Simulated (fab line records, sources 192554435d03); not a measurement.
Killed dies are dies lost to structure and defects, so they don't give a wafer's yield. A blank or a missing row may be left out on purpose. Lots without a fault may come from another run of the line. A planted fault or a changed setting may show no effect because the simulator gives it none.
Chamber matching | flow n5_finfet | N5_BEOL_M4_ETCH_70 on rie_diel-01: 4 sister chambers
The step etches SOC in N2/H2, target depth 80 nm, overetch 24 nm, time 130 s. 20 wafers are shown with their chamber, then 10 later ones without.

WAFERS WITH THEIR CHAMBER
wafer  | chamber | drypump_motor_current_A (A) | throttle_valve_pct (%) | showerhead_plenum_p_Torr (Torr)
L074.3 | 2       | 5.82                        | 17.69                  | 2.44
L074.5 | 3       | 5.53                        | 17.67                  | 2.39
L074.6 | 0       | 5.68                        | 18.01                  | 2.51
L076.1 | 2       | 5.82                        | 17.71                  | 2.44
L076.2 | 1       | 5.54                        | 17.91                  | 2.65
L076.3 | 3       | 5.49                        | 17.21                  | 2.71
L076.4 | 0       | 5.75                        | 18.00                  | 2.51
L076.5 | 1       | 5.54                        | 17.91                  | 2.65
L076.6 | 0       | 5.70                        | 18.01                  | 2.51
L077.1 | 1       | 5.56                        | 17.91                  | 2.65
L077.4 | 2       | 5.86                        | 17.72                  | 2.44
L077.5 | 0       | 5.63                        | 18.01                  | 2.51
L084.1 | 3       | 5.53                        | 17.24                  | 2.71
L084.2 | 0       | 5.71                        | 18.06                  | 2.50
L084.3 | 1       | 5.55                        | 17.92                  | 2.64
L086.1 | 1       | 5.48                        | 17.95                  | 2.64
L086.5 | 0       | 5.72                        | 18.05                  | 2.50
L086.6 | 1       | 5.48                        | 17.94                  | 2.64
L092.3 | 3       | 5.50                        | 17.26                  | 2.70
L092.4 | 2       | 5.86                        | 17.76                  | 2.42

SIGNATURES (means of the wafers above)
reading                  | chamber 0 | chamber 1 | chamber 2 | chamber 3 | scatter within a chamber
drypump_motor_current_A  | 5.6983    | 5.5250    | 5.8400    | 5.5125    | 0.0331
throttle_valve_pct       | 18.0233   | 17.9233   | 17.7200   | 17.3450   | 0.0966
showerhead_plenum_p_Torr | 2.5067    | 2.6450    | 2.4350    | 2.6275    | 0.0689
Rule: a wafer's distance from a chamber is the root of the sum, over the readings, of the square of ((its reading less the chamber's mean) divided by the reading's scatter). The wafer belongs to the nearest chamber; if the next one is less than 2 further off, it can't be placed. The scatter: the root of (the sum of the squares of (reading less its chamber's mean) over the shown wafers, divided by (wafers less chambers)).

WAFERS WITHOUT THEIR CHAMBER
wafer  | drypump_motor_current_A (A) | throttle_valve_pct (%) | showerhead_plenum_p_Torr (Torr)
L092.5 | 5.50                        | 17.26                  | 2.70
L094.1 | 5.85                        | 17.77                  | 2.42
L094.4 | 5.55                        | 17.96                  | 2.63
L094.5 | 5.50                        | 17.29                  | 2.70
L095.2 | 5.57                        | 17.96                  | 2.63
L095.5 | 5.71                        | 18.08                  | 2.49
L095.6 | 5.52                        | 17.29                  | 2.70
L097.3 | 5.85                        | 17.76                  | 2.42
L097.5 | 5.71                        | 18.09                  | 2.49
L097.6 | 5.52                        | 17.97                  | 2.63

WHICH CHAMBER EACH WENT THROUGH
wafer  | from the rows above | in truth
L092.5 | 3                   | 3
L094.1 | 2                   | 2
L094.4 | 1                   | 1
L094.5 | 3                   | 3
L095.2 | 1                   | 1
L095.5 | 0                   | 0
L095.6 | 3                   | 3
L097.3 | 2                   | 2
L097.5 | 0                   | 0
L097.6 | 1                   | 1
Placed correctly: 10 of 10. Can't be placed from these rows: 0. Placed wrongly: 0.
